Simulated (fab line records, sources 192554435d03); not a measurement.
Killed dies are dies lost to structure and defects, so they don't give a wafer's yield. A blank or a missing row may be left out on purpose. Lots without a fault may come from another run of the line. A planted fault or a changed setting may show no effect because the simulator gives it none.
A struck lot beside a sound one | flow n5_finfet | 16 steps out of a route of 1938
Sound: wafers L313.4, L313.5, L313.6. Struck: wafer L326.3. (L326.1 of the same lot was not struck and is left out.) The cause comes at the end.
At each step with rows: each side's tool, then ch and its chambers, then its first start. Under that, the readings that differ: sound wafers | struck wafers | difference of the means | sigmas: that difference in standard deviations of wafers without a fault.
alike: readings whose means differ by less than 2 such deviations, and words and numbers that are the same on both sides. not compared: withheld readings, readings that some wafer has no value for, bounds like >300 that may hide the same value, and numbers for which the record gives no deviation and whose values overlap.
The two part at a step that has a row with sigmas, a row that says differs or no value, or rows on one side only. Numbers that don't overlap but have no deviation are shown without sigmas and don't part them. A reading that every wafer of one side lacks parts them only if that side has two wafers or more.

first, 8 steps without rows for these wafers: N5_SDB_COAT_03 (time 60 s, resist thk 100 nm); N5_SDB_COAT_04 (time 60 s, resist thk 18 nm); N5_SDB_COAT_05 (resist thk 90 nm); N5_SDB_EBR_07; N5_SDB_SOFTBAKE_06 (time 60 s); N5_SDB_EXPOSE_08 (exposes mask SDB); N5_SDB_PEB_09 (peb time 60 s); N5_SDB_DEVELOP_10 (develop time 30 s).
N5_SDB_CD_MEAS_11: target cd 50 nm.
  sound on cd_sem-03 ch 0, day 4 03:31; struck on cd_sem-03 ch 0, day 7 11:41
  alike: cd_nm
N5_SDB_OVL_MEAS_12:
  sound on overlay-01 ch 0, day 4 03:32; struck on overlay-01 ch 0, day 7 11:43
  alike: SDB_OVL
N5_SDB_INSPECT_13: inspects for defects (brightfield).
  sound on defect_inspect-02, day 4 03:34; struck on defect_inspect-02, day 7 11:45
  reading          | sound      | struck | difference | sigmas
  raw_defect_count | 202 89 159 | 80     | -70        | -2
N5_SDB_DESCUM_16: chemistry O2, time 7.9 s.
  sound on rie_diel-04 ch 0,3, day 4 03:56; struck on rie_diel-04 ch 1, day 7 11:47
  reading               | sound          | struck | difference | sigmas
  oes_product_au (a.u.) | 0.71 0.71 0.70 | 0.92   | +0.21      | +2
  alike: drypump_motor_current_A, rf_vpp_V, showerhead_plenum_p_Torr, throttle_valve_pct
  not compared: rf_hours_counter_h
N5_SDB_ETCH_17: etches SiARC in CF4, target depth 23.4 nm, time 39 s.
  sound on rie_diel-04 ch 0,3, day 4 03:59; struck on rie_diel-04 ch 1, day 7 11:49
  reading               | sound          | struck | difference | sigmas
  etch_rf_on_time_s (s) | 36.9 36.9 39.7 | 29.6   | -8.2       | -6
  oes_product_au (a.u.) | 0.63 0.63 0.59 | 0.94   | +0.32      | +4
  alike: drypump_motor_current_A, rf_vpp_V, showerhead_plenum_p_Torr, throttle_valve_pct
  not compared: rf_hours_counter_h
N5_SDB_ETCH_18: etches SOC in N2/H2, target depth 100 nm, overetch 20 nm, time 150 s.
  sound on rie_diel-04 ch 0,3, day 4 04:01; struck on rie_diel-04 ch 1, day 7 11:51
  reading                         | sound             | struck | difference | sigmas
  oes_product_au (a.u.)           | 0.64 0.64 0.63    | 0.83   | +0.19      | +2
  rf_vpp_V (V)                    | 526.3 526.5 523.6 | 529.8  | +4.3       | +2
  showerhead_plenum_p_Torr (Torr) | 2.63 2.63 2.49    | 2.74   | +0.16      | +2
  alike: drypump_motor_current_A, throttle_valve_pct
  not compared: rf_hours_counter_h
-- the record jumps here: 5 days lie between the struck wafers' starts before and after (it left off in module SDB and takes up again in module BEOL_M4, whose first step shown is number 1111 of the route) --
N5_BEOL_M4_RC_MEAS_101:
  sound on prober-02 ch 0, day 8 01:40; struck on prober-01 ch 0, day 12 10:06
  reading        | sound          | struck | difference | sigmas
  IOFF_P (nA/um) | 0.26 0.27 0.19 | 0.14   | -0.10      | -2
  alike: DIBL_N, DIBL_P, IOFF_N, ION_N, ION_P, SS_N, SS_P, VT_N, VT_P
-- the record jumps here: 5 days lie between the struck wafers' starts before and after (it left off in module BEOL_M4 and takes up again in module PASSIVATION, whose first step shown is number 1936 of the route) --
N5_PASSIVATION_PROBE_49:
  the record has rows for the struck wafers here (prober-01, day 17 02:30) and none for the sound ones

WHERE THEY PART
First at N5_SDB_INSPECT_13; last, within this record, at N5_PASSIVATION_PROBE_49.

WHY: what the simulator had put in
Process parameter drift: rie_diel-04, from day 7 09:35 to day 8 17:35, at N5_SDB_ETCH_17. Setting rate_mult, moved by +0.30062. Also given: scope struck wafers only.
